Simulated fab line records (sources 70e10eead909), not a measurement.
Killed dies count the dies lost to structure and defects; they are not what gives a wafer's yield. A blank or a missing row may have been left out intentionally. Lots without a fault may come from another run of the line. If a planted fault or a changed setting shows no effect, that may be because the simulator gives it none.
Which tool is to blame?	flow nand_harc	24 lots with 72 wafers sampled at 3 steps, on a route of 1302 steps

== WHAT THE GAUGES READ, wafer by wafer ==
NHARC_A_ZERO_WELL_INSPECT_17.
lot	measured	on	raw_defect_count
L074	day 6 23:51	defect_inspect-02	8 16 10
L076	day 7 11:35	defect_inspect-02	5 10 6
L075	day 7 12:05	defect_inspect-01	13 16 8
L077	day 8 01:58	defect_inspect-01	20 31 36
L078	day 8 16:17	defect_inspect-02	16 22 14
L079	day 8 21:13	defect_inspect-01	8 6 8
L081	day 9 13:03	defect_inspect-02	10 14 10
L080	day 9 14:12	defect_inspect-02	5 13 11
L082	day 10 10:26	defect_inspect-02	8 13 7
L083	day 10 12:14	defect_inspect-01	30 12 31
L084	day 11 03:31	defect_inspect-01	12 7 11
L085	day 11 07:16	defect_inspect-01	5 7 7
L086	day 11 18:46	defect_inspect-01	5 6 8
L088	day 13 01:28	defect_inspect-01	14 6 8
L087	day 13 02:02	defect_inspect-01	11 9 3
L089	day 13 10:11	defect_inspect-01	5 8 5
L090	day 13 15:19	defect_inspect-01	25 14 19
L091	day 14 03:55	defect_inspect-02	4 15 4
L092	day 14 08:53	defect_inspect-02	8 2 9
L093	day 14 18:55	defect_inspect-02	15 12 6
L094	day 15 07:34	defect_inspect-02	17 17 16
L095	day 15 17:50	defect_inspect-02	9 9 7
L096	day 16 02:45	defect_inspect-02	12 13 6
L097	day 16 09:21	defect_inspect-02	16 9 8

NHARC_A_CHANNEL_HOLE_D1_OVL_MEAS_11.
lot	measured	on	overlay_x_nm (nm)	overlay_y_nm (nm)
L074	day 8 14:24	overlay-02	0.4 0.6 0.1	1.2 0.4 0.7
L076	day 9 07:21	overlay-01	-0.6 -0.3 -0.2	0.1 1.0 -0.3
L075	day 9 05:19	overlay-01	1.1 0.8 1.2	-0.2 0.3 0.4
L077	day 9 18:20	overlay-01	0.4 -0.4 0.0	0.6 0.2 -0.2
L078	day 10 08:46	overlay-01	0.1 0.3 0.2	-1.3 -1.2 -1.3
L079	day 10 06:57	overlay-02	0.2 0.3 0.1	0.0 -0.5 -1.0
L081	day 11 08:47	overlay-02	0.6 0.4 0.8	-2.4 -1.6 -1.4
L080	day 11 08:38	overlay-01	-0.7 0.2 -1.0	-1.5 -1.9 -1.4
L082	day 12 02:15	overlay-01	0.6 0.4 0.7	0.2 0.3 -0.1
L083	day 12 01:05	overlay-01	0.0 0.1 -0.5	0.4 -0.4 0.2
L084	day 12 18:41	overlay-01	-0.6 0.1 -0.8	-0.1 0.1 0.5
L085	day 12 23:01	overlay-01	0.5 -0.1 -0.6	-0.7 -0.3 0.2
L086	day 13 07:16	overlay-02	-0.2 -0.2 0.3	-1.4 -1.5 -1.7
L088	day 14 17:47	overlay-01	0.1 0.1 0.7	-1.0 -0.9 -0.7
L087	day 14 16:21	overlay-01	0.4 -0.3 -0.2	0.5 0.5 0.6
L089	day 14 23:14	overlay-01	0.4 0.0 -0.1	1.1 1.4 0.9
L090	day 15 06:23	overlay-01	-1.1 -0.3 -0.6	-0.4 -0.3 -0.3
L091	day 15 17:28	overlay-01	0.4 1.1 0.4	0.4 0.9 0.8
L092	day 16 03:57	overlay-02	-1.1 -1.1 -0.7	0.1 0.2 0.3
L093	day 16 09:13	overlay-02	-0.7 -0.8 -0.9	0.5 -0.1 -0.3
L094	day 17 03:57	overlay-01	-0.4 -0.2 0.3	0.9 1.0 0.6
L095	day 17 06:34	overlay-01	-0.4 -0.5 -1.0	-0.8 -0.5 -0.6
L096	day 17 17:18	overlay-01	-0.4 -0.6 -0.4	-0.1 0.0 0.2
L097	day 17 23:59	overlay-02	0.5 0.4 0.3	0.2 -0.5 0.4

== WHAT TOOL EACH LOT RAN ON (gives the tool, then ch and the chambers of the sampled wafers, and finally the start) ==
lot	NHARC_A_ZERO_WELL_ETCH_13
L074	rie_si-05 ch 0,3, day 6 22:45
L076	rie_si-02 ch 1,3, day 7 10:21
L075	rie_si-05 ch 0,1, day 7 10:59
L077	rie_si-02 ch 0,1,2, day 8 00:52
L078	rie_si-03 ch 1,2, day 8 15:11
L079	rie_si-02 ch 2,3, day 8 20:06
L081	rie_si-03 ch 0,1, day 9 11:56
L080	rie_si-02 ch 0,1,2, day 9 13:06
L082	rie_si-02 ch 0,1,3, day 10 09:22
L083	rie_si-02 ch 1,2,3, day 10 11:07
L084	rie_si-02 ch 1,2, day 11 02:24
L085	rie_si-05 ch 0,3, day 11 06:10
L086	rie_si-02 ch 1,2,3, day 11 17:41
L088	rie_si-02 ch 1,3, day 13 00:22
L087	rie_si-05 ch 0,1,3, day 13 00:57
L089	rie_si-03 ch 1,2,3, day 13 09:05
L090	rie_si-05 ch 1,2,3, day 13 14:13
L091	rie_si-03 ch 1,2, day 14 02:49
L092	rie_si-03 ch 0,2, day 14 07:48
L093	rie_si-02 ch 0,1, day 14 17:49
L094	rie_si-02 ch 0,1,2, day 15 06:31
L095	rie_si-05 ch 0,2,3, day 15 16:45
L096	rie_si-02 ch 2,3, day 16 01:38
L097	rie_si-02 ch 0,2,3, day 16 08:16
- NHARC_A_ZERO_WELL_ETCH_13: etches the open film in HBr/Cl2, target depth 120 nm, time 40.1 s.

== WHAT THE TOOLS THEMSELVES READ (means of the sampled wafers that have a number; where no wafer has one, the mark that the record gives instead) ==
NHARC_A_ZERO_WELL_ETCH_13.
lot	tool	drypump_motor_current_A (A)	oes_product_au (a.u.)	throttle_valve_pct (%)
L074	rie_si-05	6.1	1.000	26.408
L076	rie_si-02	5.5	1.008	26.405
L075	rie_si-05	5.6	0.989	26.422
L077	rie_si-02	5.7	1.003	26.405
L078	rie_si-03	5.6	1.003	26.403
L079	rie_si-02	6.7	1.004	26.394
L081	rie_si-03	5.7	1.002	26.397
L080	rie_si-02	5.7	1.002	26.404
L082	rie_si-02	5.7	1.003	26.403
L083	rie_si-02	6.1	0.998	26.416
L084	rie_si-02	5.5	1.004	26.402
L085	rie_si-05	6.1	0.998	26.407
L086	rie_si-02	6.1	0.991	26.417
L088	rie_si-02	5.5	0.998	26.402
L087	rie_si-05	5.9	0.993	26.403
L089	rie_si-03	5.4	1.006	26.399
L090	rie_si-05	6.1	0.995	26.409
L091	rie_si-03	5.4	1.004	26.407
L092	rie_si-03	6.1	1.000	26.404
L093	rie_si-02	5.3	1.008	26.406
L094	rie_si-02	5.7	1.005	26.414
L095	rie_si-05	6.3	1.000	26.397
L096	rie_si-02	6.7	0.987	26.405
L097	rie_si-02	6.3	1.003	26.404

== THE ANSWER, worked out from the rows above alone ==
Rule: the usual values come from the lots themselves. Put in order of their means at a reading, lots are off if they are a third of the lots or fewer, leave a main group of 4 or more, and stand apart from it by a gap of 3 or more times the standard deviation of the main group's means; of several such gaps the widest counts. A main group whose means are all the same, to the digits that the tables above print for the reading, isn't used. Also off: a lot with no number at a reading for which 4 or more lots have one. All remaining lots with rows at the step are treated as sound. Order of review: gauges by route order, followed by the tools' own readings, for which a lot's mean as printed above is used. The first step at which some lot is off is used, and at that step the reading that is off furthest; a lot without a number counts as furthest.
Nothing can be told from this: no lot is off at any reading shown.

== WHAT WAS PUT IN BY THE SIMULATOR ==
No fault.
